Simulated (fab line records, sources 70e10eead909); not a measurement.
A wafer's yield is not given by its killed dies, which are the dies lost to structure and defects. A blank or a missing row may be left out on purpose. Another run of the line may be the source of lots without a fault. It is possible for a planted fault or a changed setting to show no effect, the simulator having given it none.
fab line records ; flow nandHarc
record lots=14; wafers=42; lastDay=24
route steps=1159 shown A_WL_FILL@825 THIN_TSV@1102 END@1159
lots untouched by any fault: they come from a run of this same line in which no faults occurred
startH: the number of hours between the record's first day and the start of the first shown wafer of the lot ; waitH: how many hours have passed since the lot's step before this one ; " the same as in the row above ; L1.1+2: a row that stands for several wafers ; - no value, or no start was given ; * or withheld: withheld ; < > ~ a bound
route shown NAME@n: names a module that has steps shown in the file, with the first one's number in the route ; usual: mean/standard deviation of fault-free wafers ; same: alike in all rows ; chamber/n: place in a boat ; sites: readings site by site ; _std_site: standard deviation across them ; _edge_site: the outer-site mean with the inner-site mean subtracted ; radiusMm: how far each site lies from the wafer's centre ; mask NAME#n: copy n ; behind: tool/chamber where the wafer was last shaped ; hold: reason for holding the lot/hours on hold/outcome of the hold ; device: which transistor (n, p or np) failed to switch ; end of line: tests run on the same wafers once the route is complete ; a step with no rows: only its recipe ; killed: not the wafer's yield, but the dies lost to structure and defects at the first sort ; map: per-die view of a wafer (x killed, . not killed, _ where there is no die)
set.NAME: the setting that was run; set.NAME@STEP: the one run at that earlier step ; model.NAME: the simulator's own value behind a step, which no gauge read
route steps across a sampled set of lots; one table per step, one row per wafer
services: from which hour (startH, from the record's first day; less than 0 if before it) a tool's chamber was out of use, for how many hours, and why
## steps
# step NHARC_A_WL_FILL_ETCHBACK_17
# recipe targetDepthA=40; timeS=26.7; chemistry=Cl2/BCl3
# usual chamberPressureMTorr=9.998/0.0094; drypumpMotorCurrentA=5.4/0.52; oesProductAu=0.999/0.0082
lot.wafer;tool;chamber;startH;waitH;chamberPressureMTorr;drypumpMotorCurrentA;oesProductAu;rfHoursCounterH
L129.4;rieMetal-03;0;346.87;-;9.998;4.9;0.980;-
L129.6;rieMetal-03;1;346.87;-;9.995;5.8;0.992;-
L129.5;rieMetal-03;0;346.87;-;10.004;4.9;0.982;-
L128.2;rieMetal-01;0;355.40;-;10.000;5.9;1.008;0.3
L128.1;rieMetal-01;1;355.40;-;9.987;6.1;1.000;0.3
L128.6;rieMetal-01;1;355.40;-;9.979;6.1;0.997;-
L127.2;rieMetal-02;1;355.45;-;10.005;4.9;0.996;3.9
L127.4;rieMetal-02;0;355.45;-;9.996;5.0;1.002;-
L127.6;rieMetal-02;0;355.45;-;10.012;4.9;1.015;-
L131.2;rieMetal-01;0;367.32;-;10.000;5.8;0.988;0.6
L131.4;rieMetal-01;1;367.32;-;9.992;6.1;1.010;-
L131.5;rieMetal-01;1;367.32;-;10.008;6.1;0.998;-
L130.1;rieMetal-02;1;370.64;-;9.992;4.9;1.004;4.4
L130.3;rieMetal-02;0;370.64;-;10.000;5.0;0.999;-
L130.5;rieMetal-02;0;370.64;-;10.001;4.9;0.999;-
L132.4;rieMetal-03;0;377.39;-;9.998;4.9;0.988;-
L132.5;rieMetal-03;0;377.39;-;10.006;4.9;0.988;-
L132.6;rieMetal-03;1;377.39;-;10.001;5.9;0.985;-
L136.1;rieMetal-02;1;410.61;-;9.982;4.9;1.005;0.4
L136.2;rieMetal-02;0;410.61;-;10.003;5.0;1.002;0.4
L136.3;rieMetal-02;1;410.61;-;9.999;4.9;1.002;-
L137.1;rieMetal-01;0;410.66;-;10.001;5.9;1.009;1.6
L137.2;rieMetal-01;1;410.66;-;9.991;6.1;1.002;1.6
L137.3;rieMetal-01;1;410.66;-;9.998;6.1;1.005;-
L138.2;rieMetal-02;1;422.58;-;9.999;4.9;1.008;0.7
L138.1;rieMetal-02;0;422.58;-;10.009;5.0;1.013;0.7
L138.5;rieMetal-02;0;422.58;-;9.986;4.9;1.001;-
L143.1;rieMetal-03;1;434.52;-;10.005;5.9;0.990;4.2
L143.6;rieMetal-03;0;434.52;-;10.002;4.9;0.992;-
L143.5;rieMetal-03;1;434.52;-;9.999;5.9;0.985;-
L146.2;rieMetal-03;0;462.59;-;9.990;4.9;1.002;0
L146.3;rieMetal-03;0;462.59;-;10.006;4.9;1.001;-
L146.6;rieMetal-03;1;462.59;-;9.987;5.8;0.989;-
L149.2;rieMetal-03;1;474.24;-;9.997;5.9;0.987;0.3
L149.4;rieMetal-03;0;474.24;-;9.993;4.8;1.002;-
L149.5;rieMetal-03;0;474.24;-;9.996;4.9;1.007;-
L148.1;rieMetal-01;0;474.36;-;9.997;5.9;1.003;4.0
L148.4;rieMetal-01;0;474.36;-;9.994;5.9;1.000;-
L148.5;rieMetal-01;1;474.36;-;9.984;6.1;0.997;-
L150.2;rieMetal-03;0;477.61;-;9.997;4.9;0.999;0.4
L150.1;rieMetal-03;1;477.61;-;10.002;5.9;0.996;0.4
L150.3;rieMetal-03;0;477.61;-;9.998;4.9;1.005;-
# step NHARC_THIN_TSV_CMP_01
# recipe targetThkUm=3
# usual motorCurrentA=12.0/0.99; retainingRingPressureFrac=1.000/0.0053
lot.wafer;tool;chamber;startH;waitH;motorCurrentA;retainingRingPressureFrac
L129.4;cmp-01;2;435.86;0.4;10.9;0.993
L129.6;cmp-01;2;435.86;0.4;12.5;0.996
L129.5;cmp-01;3;435.86;0.4;12.2;0.988
L127.2;cmp-03;2;437.11;0.9;10.5;0.994
L127.4;cmp-03;3;437.11;0.9;11.6;1.004
L127.6;cmp-03;1;437.11;0.9;14.1;1.001
L131.4;cmp-02;3;444.22;0.4;11.7;1.000
L131.2;cmp-02;2;444.22;0.4;11.5;1.005
L131.5;cmp-02;3;444.22;0.4;12.3;0.995
L128.1;cmp-02;2;445.45;1.1;11.0;0.994
L128.2;cmp-02;0;445.45;1.1;11.4;0.999
L128.6;cmp-02;2;445.45;1.1;11.4;0.998
L130.3;cmp-02;2;451.52;0.6;11.7;1.000
L130.1;cmp-02;0;451.52;0.6;11.9;1.010
L130.5;cmp-02;3;451.52;0.6;12.1;0.997
L132.4;cmp-01;0;452.70;0.4;13.2;1.010
L132.5;cmp-01;0;452.70;0.4;13.9;1.005
L132.6;cmp-01;1;452.70;0.4;11.8;1.008
L136.1;cmp-03;3;476.06;1.0;11.5;1.005
L136.2;cmp-03;1;476.06;1.0;14.5;0.999
L136.3;cmp-03;2;476.06;1.0;10.1;1.007
L137.2;cmp-03;1;477.30;0.9;14.1;1.000
L137.1;cmp-03;2;477.30;0.9;9.9;1.005
L137.3;cmp-03;3;477.30;0.9;12.7;0.994
L138.1;cmp-02;0;500.97;1.0;11.3;1.003
L138.2;cmp-02;1;500.97;1.0;10.6;1.006
L138.5;cmp-02;0;500.97;1.0;11.1;1.004
L143.1;cmp-02;1;502.21;1.1;11.6;0.999
L143.5;cmp-02;3;502.21;1.1;12.3;0.992
L143.6;cmp-02;0;502.21;1.1;12.0;0.999
L146.3;cmp-03;1;533.84;0.6;13.9;0.992
L146.2;cmp-03;0;533.84;0.6;11.0;0.998
L146.6;cmp-03;2;533.84;0.6;9.8;0.993
L148.1;cmp-03;3;539.07;1.0;11.0;1.001
L148.4;cmp-03;1;539.07;1.0;14.6;1.007
L148.5;cmp-03;0;539.07;1.0;11.4;0.999
L149.4;cmp-01;3;550.99;0.5;12.0;1.001
L149.2;cmp-01;0;550.99;0.5;13.1;1.007
L149.5;cmp-01;1;550.99;0.5;11.7;0.992
L150.2;cmp-01;2;555.27;0.8;11.7;1.005
L150.3;cmp-01;0;555.27;0.8;13.3;0.998
L150.1;cmp-01;1;555.27;0.8;11.8;0.995
# step NHARC_THIN_TSV_CD_MEAS_12
# recipe targetCdNm=1000; landingEnergyEv=500
# usual cdNm=1000.7/1.9
lot.wafer;tool;chamber;startH;waitH;cdNm
L129.4;cdSem-01;0;437.19;-;999.9
L129.5;cdSem-01;0;437.19;-;1001.0
L129.6;cdSem-01;0;437.19;-;998.4
L127.2;cdSem-03;0;438.39;-;1003.6
L127.4;cdSem-03;0;438.39;-;1005.1
L127.6;cdSem-03;0;438.39;-;1001.0
L131.2;cdSem-01;0;445.42;-;1002.2
L131.4;cdSem-01;0;445.42;-;1002.1
L131.5;cdSem-01;0;445.42;-;1000.7
L128.1;cdSem-03;0;446.75;-;1001.5
L128.2;cdSem-03;0;446.75;-;1002.2
L128.6;cdSem-03;0;446.75;-;1001.1
L130.1;cdSem-03;0;452.83;-;1001.6
L130.3;cdSem-03;0;452.83;-;1000.1
L130.5;cdSem-03;0;452.83;-;999.5
L132.4;cdSem-01;0;454.03;-;1000.7
L132.5;cdSem-01;0;454.03;-;1000.5
L132.6;cdSem-01;0;454.03;-;1002.1
L136.1;cdSem-01;0;477.41;-;1002.7
L136.2;cdSem-01;0;477.41;-;1003.7
L136.3;cdSem-01;0;477.41;-;1003.3
L137.1;cdSem-01;0;478.60;-;999.7
L137.2;cdSem-01;0;478.60;-;1002.0
L137.3;cdSem-01;0;478.60;-;998.7
L138.1;cdSem-01;0;502.28;-;1003.0
L138.2;cdSem-01;0;502.28;-;1001.2
L138.5;cdSem-01;0;502.28;-;1001.7
L143.1;cdSem-01;0;503.36;-;999.6
L143.5;cdSem-01;0;503.36;-;1001.3
L143.6;cdSem-01;0;503.36;-;999.5
L146.2;cdSem-03;0;535.19;-;998.2
L146.3;cdSem-03;0;535.19;-;999.4
L146.6;cdSem-03;0;535.19;-;998.9
L148.1;cdSem-01;0;540.38;-;1003.1
L148.4;cdSem-01;0;540.38;-;1002.0
L148.5;cdSem-01;0;540.38;-;1000.6
L149.2;cdSem-02;0;552.25;-;998.2
L149.4;cdSem-02;0;552.25;-;999.5
L149.5;cdSem-02;0;552.25;-;1002.3
L150.1;cdSem-01;0;556.58;-;999.3
L150.2;cdSem-01;0;556.58;-;1000.1
L150.3;cdSem-01;0;556.58;-;1002.8
# step NHARC_THIN_TSV_STRIP_56
# recipe powerW=1500; tempC=250; chemistry=O2
# usual drypumpMotorCurrentA=5.6/0.61; heaterPowerW=374/33
lot.wafer;tool;chamber;startH;waitH;drypumpMotorCurrentA;heaterPowerW;rfHoursCounterH
L129.4;plasmaAsher-01;1;444.14;0.2;4.8;405;-
L129.5;plasmaAsher-01;0;444.14;0.2;5.8;378;-
L129.6;plasmaAsher-01;1;444.14;0.2;4.8;403;-
L127.2;plasmaAsher-01;1;445.13;0.1;4.8;398;56
L127.4;plasmaAsher-01;1;445.13;0.1;4.8;398;-
L127.6;plasmaAsher-01;0;445.13;0.1;5.7;365;-
L131.2;plasmaAsher-02;0;451.93;0.1;6.6;359;27
L131.4;plasmaAsher-02;0;451.93;0.1;6.6;367;-
L131.5;plasmaAsher-02;0;451.93;0.1;6.6;375;-
L128.1;plasmaAsher-02;1;453.66;0.1;5.8;327;27
L128.2;plasmaAsher-02;0;453.66;0.1;6.6;364;27
L128.6;plasmaAsher-02;1;453.66;0.1;5.8;322;-
L130.1;plasmaAsher-02;0;459.60;0.1;6.6;366;31
L130.3;plasmaAsher-02;0;459.60;0.1;6.5;356;-
L130.5;plasmaAsher-02;1;459.60;0.1;5.8;325;-
L132.4;plasmaAsher-02;1;461.65;1.1;5.8;326;-
L132.6;plasmaAsher-02;1;461.65;1.1;5.8;322;-
L132.5;plasmaAsher-02;0;461.65;1.1;6.6;369;-
L136.1;plasmaAsher-01;0;483.92;0.1;5.8;372;6
L136.2;plasmaAsher-01;1;483.92;0.1;4.8;420;6
L136.3;plasmaAsher-01;1;483.92;0.1;4.8;419;-
L137.1;plasmaAsher-02;0;485.45;0.1;6.6;353;41
L137.2;plasmaAsher-02;1;485.45;0.1;5.8;321;41
L137.3;plasmaAsher-02;0;485.45;0.1;6.6;361;-
L138.1;plasmaAsher-02;1;508.77;0.1;5.8;323;48
L138.2;plasmaAsher-02;0;508.77;0.1;6.5;366;48
L138.5;plasmaAsher-02;0;508.77;0.1;6.5;361;-
L143.1;plasmaAsher-02;0;509.89;0.1;6.5;356;48
L143.5;plasmaAsher-02;0;509.89;0.1;6.5;360;-
L143.6;plasmaAsher-02;1;509.89;0.1;5.8;315;-
L146.2;plasmaAsher-01;1;543.00;1.0;4.8;408;27
L146.3;plasmaAsher-01;1;543.00;1.0;4.8;429;-
L146.6;plasmaAsher-01;1;543.00;1.0;4.8;421;-
L148.1;plasmaAsher-01;0;547.80;0.1;5.7;377;31
L148.4;plasmaAsher-01;1;547.80;0.1;4.8;420;-
L148.5;plasmaAsher-01;1;547.80;0.1;4.8;404;-
L149.2;plasmaAsher-02;1;559.19;0.1;5.8;336;5
L149.4;plasmaAsher-02;1;559.19;0.1;5.8;324;-
L149.5;plasmaAsher-02;1;559.19;0.1;5.8;327;-
L150.1;plasmaAsher-01;1;563.28;0.1;4.8;422;37
L150.2;plasmaAsher-01;0;563.28;0.1;5.8;368;37
L150.3;plasmaAsher-01;0;563.28;0.1;5.8;381;-
# step NHARC_END_SORT_01
# recipe tempC=25
# usual killedAtArray=27/8.8; killedAtOther=0.4/0.82; killedAtPeriphery=3.1/2.1; killedDies=31/8.8; killedOpen=3.3/2; killedShort=2.0/1.4
# same grossDies=677
lot.wafer;tool;chamber;startH;waitH;killedAtArray;killedAtOther;killedAtPeriphery;killedDies;killedOpen;killedShort
L136.1;prober-01;0;497.92;2.5;80;0;4;84;4;1
L136.2;prober-01;0;498.72;2.8;15;0;8;23;2;0
L136.3;prober-01;0;499.52;3.1;83;0;3;86;2;1
L138.1;prober-02;0;517.07;2.5;9;0;5;14;2;3
L138.2;prober-02;0;517.87;2.8;82;0;2;84;2;0
L138.5;prober-02;0;520.29;3.7;19;0;4;23;10;1
# killed by level:class
L136.1 A_WL_FILL:unspecified=68 P_BONDPAD:chamberFilmFlake=4 A_CHANNEL_HOLE_D1:chamberFilmFlake=4 A_CONTACT:chamberFilmFlake=2 A_ONON_D1:geometricParticle:short=1 A_ONON_D1:geometricParticle:open=1 A_CHANNEL_FILL_D1:geometricParticle:open=1 A_CONTACT:geometricParticle:open=1
L136.2 P_BONDPAD:chamberFilmFlake=5 A_CONTACT:chamberFilmFlake=5 A_CHANNEL_HOLE_D1:chamberFilmFlake=4 A_STAIRCASE:chamberFilmFlake=4 P_M0:geometricParticle:open=1 A_WL_FILL:geometricParticle:open=1 P_ZERO_WELL:chamberFilmFlake=1 P_CONTACT:chamberFilmFlake=1
L136.3 A_WL_FILL:unspecified=70 A_CONTACT:chamberFilmFlake=6 P_BONDPAD:chamberFilmFlake=3 A_CHANNEL_HOLE_D1:chamberFilmFlake=3 A_CHANNEL_HOLE_D1:geometricParticle:open=1 A_STAIRCASE:geometricParticle:open=1 A_CONTACT:geometricParticle:short=1 A_STAIRCASE:chamberFilmFlake=1
L138.1 P_GATE:chamberFilmFlake=2 A_CHANNEL_HOLE_D1:chamberFilmFlake=2 P_M1:geometricParticle:short=1 A_CHANNEL_FILL_D1:geometricParticle:short=1 A_SGD_CUT:geometricParticle:short=1 A_CONTACT:geometricParticle:open=1 A_BLC:geometricParticle:open=1 P_STI:chamberFilmFlake=1
L138.2 A_WL_FILL:unspecified=65 A_CHANNEL_HOLE_D1:chamberFilmFlake=5 A_CONTACT:chamberFilmFlake=4 A_WL_FILL:chamberFilmFlake=3 A_STAIRCASE:chamberFilmFlake=2 A_CHANNEL_FILL_D1:geometricParticle:open=1 A_CONTACT:geometricParticle:open=1 P_STI:chamberFilmFlake=1
L138.5 A_CHANNEL_HOLE_D1:chamberFilmFlake=4 A_STAIRCASE:chamberFilmFlake=3 A_CONTACT:geometricParticle:open=2 A_BLC:geometricParticle:open=2 A_WL_FILL:chamberFilmFlake=2 P_CONTACT:geometricParticle:open=1 P_M0:geometricParticle:open=1 P_M1:geometricParticle:open=1
## services
tool;chamber;startH;hours;kind
cmp-02;-;324.68;4.0;pm
rieMetal-03;-;326.37;1.2;repair
cmp-03;-;352.02;4.0;pm
cmp-03;-;357.14;6.1;repair
plasmaAsher-02;-;360.66;9.0;pm
plasmaAsher-02;-;381.34;1.2;repair
cmp-02;-;389.09;6.8;repair
cmp-02;-;422.75;4.0;pm
cmp-03;-;439.07;1.0;repair
cmp-03;-;450.02;4.0;pm
rieMetal-03;-;453.00;9.0;pm
cmp-02;-;454.30;5.3;repair
plasmaAsher-01;-;454.88;9.0;pm
cmp-03;-;461.71;1.7;repair
cmp-02;-;485.22;5.4;repair
cmp-02;-;498.43;2.5;repair
cmp-02;-;509.11;0.8;repair
rieMetal-03;1;515.22;3.0;repair
cmp-03;-;518.34;1.6;repair
cmp-02;-;520.75;4.0;pm
plasmaAsher-02;-;537.66;9.0;pm
cmp-02;-;538.57;2.2;repair
cmp-03;-;540.83;2.5;repair
cmp-03;-;548.02;4.0;pm
## key
firstSign step=NHARC_END_SORT_01; reading=killedAtArray; direction=up; sigmas=6.2; usual=27; struck=82
effect step=NHARC_END_SORT_01; reading=killedDies; direction=up; sigmas=6.1; usual=31; struck=85
moreKillsBornAt NHARC_A_WL_FILL_ETCHBACK_17@rieMetal-02=202
metAt NHARC_A_WL_FILL_ETCHBACK_17
struckLots L136,L138
struckWafers L136.1,L136.3,L138.2
testerLeftOut L136,L138
notActingAt NHARC_THIN_TSV_CMP_01,NHARC_THIN_TSV_CD_MEAS_12,NHARC_THIN_TSV_STRIP_56
onsetBetween 370.64 410.61
fault kind=chamberParticleSource; tool=rieMetal-02; chamber=1; onsetH=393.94; steps=NHARC_A_WL_FILL_ETCHBACK_17; ratePerVisitCm2=0.4529; endH=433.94
# testerLeftOut: of these lots the tester's yield and bins aren't shown, on N5 and GAA mostly nor the transistor test; their killed dies are dies lost to structure and defects alone, not to doping, threshold or leakage, so they don't give the yield
